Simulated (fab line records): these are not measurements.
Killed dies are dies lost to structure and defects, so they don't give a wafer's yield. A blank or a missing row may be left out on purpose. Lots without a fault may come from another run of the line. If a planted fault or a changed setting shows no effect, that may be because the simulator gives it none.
Matching of chambers / flow n5_finfet / ald_metal-03 running N5_MOL_CONTACT_COAG_ALD_20: 4 sister chambers
The step deposits TiN, target thk 1.5 nm, pulse time 1 s, purge time 3 s. 33 wafers are shown with their chamber, then 12 later ones without.

WAFERS PAIRED WITH THEIR CHAMBERS
wafer=L074.2; chamber=0; heater_power_w (W)=900; precursor_pulse_height_rel=0.965
wafer=L074.4; chamber=1; heater_power_w (W)=1018; precursor_pulse_height_rel=1.012
wafer=L074.6; chamber=1; heater_power_w (W)=980; precursor_pulse_height_rel=0.977
wafer=L075.1; chamber=2; heater_power_w (W)=767; precursor_pulse_height_rel=1.018
wafer=L075.4; chamber=3; heater_power_w (W)=951; precursor_pulse_height_rel=0.986
wafer=L075.6; chamber=3; heater_power_w (W)=942; precursor_pulse_height_rel=1.002
wafer=L076.3; chamber=0; heater_power_w (W)=912; precursor_pulse_height_rel=1.031
wafer=L076.5; chamber=1; heater_power_w (W)=964; precursor_pulse_height_rel=1.019
wafer=L076.6; chamber=2; heater_power_w (W)=757; precursor_pulse_height_rel=1.010
wafer=L079.1; chamber=0; heater_power_w (W)=868; precursor_pulse_height_rel=1.000
wafer=L079.3; chamber=3; heater_power_w (W)=959; precursor_pulse_height_rel=0.982
wafer=L079.4; chamber=2; heater_power_w (W)=770; precursor_pulse_height_rel=0.997
wafer=L082.4; chamber=3; heater_power_w (W)=947; precursor_pulse_height_rel=0.991
wafer=L082.5; chamber=0; heater_power_w (W)=911; precursor_pulse_height_rel=0.986
wafer=L082.6; chamber=2; heater_power_w (W)=775; precursor_pulse_height_rel=1.024
wafer=L083.4; chamber=3; heater_power_w (W)=943; precursor_pulse_height_rel=1.006
wafer=L083.5; chamber=2; heater_power_w (W)=777; precursor_pulse_height_rel=1.035
wafer=L083.6; chamber=0; heater_power_w (W)=889; precursor_pulse_height_rel=0.993
wafer=L086.1; chamber=0; heater_power_w (W)=901; precursor_pulse_height_rel=1.020
wafer=L086.3; chamber=2; heater_power_w (W)=749; precursor_pulse_height_rel=1.020
wafer=L086.5; chamber=3; heater_power_w (W)=932; precursor_pulse_height_rel=0.977
wafer=L088.2; chamber=2; heater_power_w (W)=782; precursor_pulse_height_rel=1.003
wafer=L088.4; chamber=3; heater_power_w (W)=960; precursor_pulse_height_rel=1.026
wafer=L088.5; chamber=0; heater_power_w (W)=912; precursor_pulse_height_rel=1.009
wafer=L089.4; chamber=1; heater_power_w (W)=987; precursor_pulse_height_rel=0.995
wafer=L089.5; chamber=3; heater_power_w (W)=946; precursor_pulse_height_rel=1.001
wafer=L089.6; chamber=2; heater_power_w (W)=773; precursor_pulse_height_rel=1.000
wafer=L090.1; chamber=3; heater_power_w (W)=946; precursor_pulse_height_rel=0.988
wafer=L090.3; chamber=1; heater_power_w (W)=995; precursor_pulse_height_rel=1.019
wafer=L090.5; chamber=1; heater_power_w (W)=984; precursor_pulse_height_rel=0.986
wafer=L091.3; chamber=1; heater_power_w (W)=992; precursor_pulse_height_rel=0.969
wafer=L091.5; chamber=2; heater_power_w (W)=762; precursor_pulse_height_rel=1.012
wafer=L091.6; chamber=3; heater_power_w (W)=941; precursor_pulse_height_rel=1.010

SIGNATURES (averages over the wafers above)
reading=heater_power_w; chamber 0=899.00; chamber 1=988.57; chamber 2=768.00; chamber 3=946.70; scatter within a chamber=12.7
reading=precursor_pulse_height_rel; chamber 0=1.00057; chamber 1=0.99671; chamber 2=1.01322; chamber 3=0.99690; scatter within a chamber=0.0172
Rule: a wafer's distance from a chamber is the root of the sum, over the readings, of the square of ((its reading less the chamber's mean) divided by the reading's scatter). If the next closest chamber is less than 2 further off than the closest, the wafer can't be placed; otherwise it belongs to the closest. The scatter: take each reading less its chamber's mean, square it, sum over the shown wafers, divide by the number of wafers less the number of chambers, and take the root.

WAFERS WHOSE CHAMBER IS MISSING
wafer=L092.2; heater_power_w (W)=959; precursor_pulse_height_rel=0.950
wafer=L092.3; heater_power_w (W)=954; precursor_pulse_height_rel=1.013
wafer=L092.6; heater_power_w (W)=933; precursor_pulse_height_rel=0.943
wafer=L093.2; heater_power_w (W)=769; precursor_pulse_height_rel=0.974
wafer=L093.3; heater_power_w (W)=953; precursor_pulse_height_rel=0.998
wafer=L093.5; heater_power_w (W)=935; precursor_pulse_height_rel=0.953
wafer=L094.1; heater_power_w (W)=960; precursor_pulse_height_rel=0.994
wafer=L094.5; heater_power_w (W)=981; precursor_pulse_height_rel=1.005
wafer=L094.6; heater_power_w (W)=759; precursor_pulse_height_rel=0.977
wafer=L097.2; heater_power_w (W)=893; precursor_pulse_height_rel=0.976
wafer=L097.3; heater_power_w (W)=744; precursor_pulse_height_rel=0.996
wafer=L097.5; heater_power_w (W)=868; precursor_pulse_height_rel=0.999

EACH ONE'S CHAMBER
wafer=L092.2; from the rows above=can't be placed: 3 or 1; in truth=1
wafer=L092.3; from the rows above=can't be placed: 3 or 1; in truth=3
wafer=L092.6; from the rows above=can't be placed: 3 or 0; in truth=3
wafer=L093.2; from the rows above=2; in truth=2
wafer=L093.3; from the rows above=3; in truth=3
wafer=L093.5; from the rows above=can't be placed: 3 or 0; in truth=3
wafer=L094.1; from the rows above=can't be placed: 3 or 1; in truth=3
wafer=L094.5; from the rows above=can't be placed: 1 or 3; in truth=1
wafer=L094.6; from the rows above=2; in truth=2
wafer=L097.2; from the rows above=0; in truth=0
wafer=L097.3; from the rows above=2; in truth=2
wafer=L097.5; from the rows above=0; in truth=0
Correctly placed: 6 of 12. Not placeable from these rows: 6 (in 6, the candidates include the true chamber). 0 placed wrongly.
